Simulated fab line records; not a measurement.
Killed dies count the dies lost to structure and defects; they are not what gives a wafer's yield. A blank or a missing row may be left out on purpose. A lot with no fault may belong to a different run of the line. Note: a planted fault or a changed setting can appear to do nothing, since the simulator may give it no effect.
What tool caused it? + flow n5_finfet + 30 wafers from 10 lots sampled at 3 of the route's 1938 steps

WHAT THE GAUGES SHOWED, per wafer
N5_FIN_CUT_OVL_MEAS_09.
| lot  | measured    | on         | FIN_CUT_OVL (nm) |
|------|-------------|------------|------------------|
| L075 | day 2 10:36 | overlay-02 | -1.2 -1.4 -1.1   |
| L078 | day 3 03:37 | overlay-02 | -0.6 -1.1 0.2    |
| L081 | day 3 22:39 | overlay-01 | -0.7 -1.0 -0.5   |
| L083 | day 4 09:17 | overlay-01 | -1.0 1.1 0.2     |
| L085 | day 4 23:03 | overlay-01 | -0.9 -0.2 -0.7   |
| L088 | day 5 15:55 | overlay-02 | 0.1 -0.3 -0.8    |
| L090 | day 6 03:43 | overlay-01 | -1.9 -0.7 -1.9   |
| L092 | day 6 15:08 | overlay-01 | -0.6 -0.5 -1.3   |
| L094 | day 7 02:52 | overlay-02 | -0.7 -0.8 -0.2   |
| L096 | day 7 14:52 | overlay-02 | -0.7 -1.7 -0.9   |

WHAT TOOL EACH LOT RAN ON (gives the tool, then ch and the chambers of the sampled wafers, and finally the start)
| lot  | N5_FIN_SAQP_HM_CD_35   | N5_FIN_SAQP_ETCH_64             |
|------|------------------------|---------------------------------|
| L075 | cd_sem-02, day 2 09:57 | rie_si-02 ch 0,2, day 2 09:59   |
| L078 | cd_sem-02, day 3 02:57 | rie_si-02 ch 2,3, day 3 03:00   |
| L081 | cd_sem-03, day 3 22:00 | rie_si-05 ch 1,2,3, day 3 22:03 |
| L083 | cd_sem-02, day 4 08:35 | rie_si-05 ch 0,1,3, day 4 08:37 |
| L085 | cd_sem-02, day 4 22:23 | rie_si-03 ch 1,3, day 4 22:26   |
| L088 | cd_sem-01, day 5 15:14 | rie_si-05 ch 0,2,3, day 5 15:17 |
| L090 | cd_sem-01, day 6 03:04 | rie_si-02 ch 0,3, day 6 03:07   |
| L092 | cd_sem-03, day 6 14:29 | rie_si-02 ch 0,1,2, day 6 14:32 |
| L094 | cd_sem-01, day 7 02:10 | rie_si-02 ch 0,1,2, day 7 02:13 |
| L096 | cd_sem-02, day 7 14:03 | rie_si-03 ch 0,1,2, day 7 14:06 |
- N5_FIN_SAQP_HM_CD_35: target cd 8 nm.
- N5_FIN_SAQP_ETCH_64: etches SiO2 in CF4, target depth 1.5 nm.

THE ANSWER, worked out from the rows above alone
Rule: what is usual is taken from the lots themselves. The widest of any qualifying gaps counts: lots, ordered by their means at a reading, are off when they make up no more than a third of the lots, leave a main group of 4 or more, and stand apart from it by 3 or more times the standard deviation of that group's means. A main group is skipped when, at the precision printed for the reading in the tables above, its means are all equal. A lot without any number at a reading at which 4 lots or more have one is off too. Any other lot the step has rows for is counted as sound.
Across all readings shown, no lot is off: no conclusion can be drawn from this.

WHAT THE SIMULATOR PUT IN
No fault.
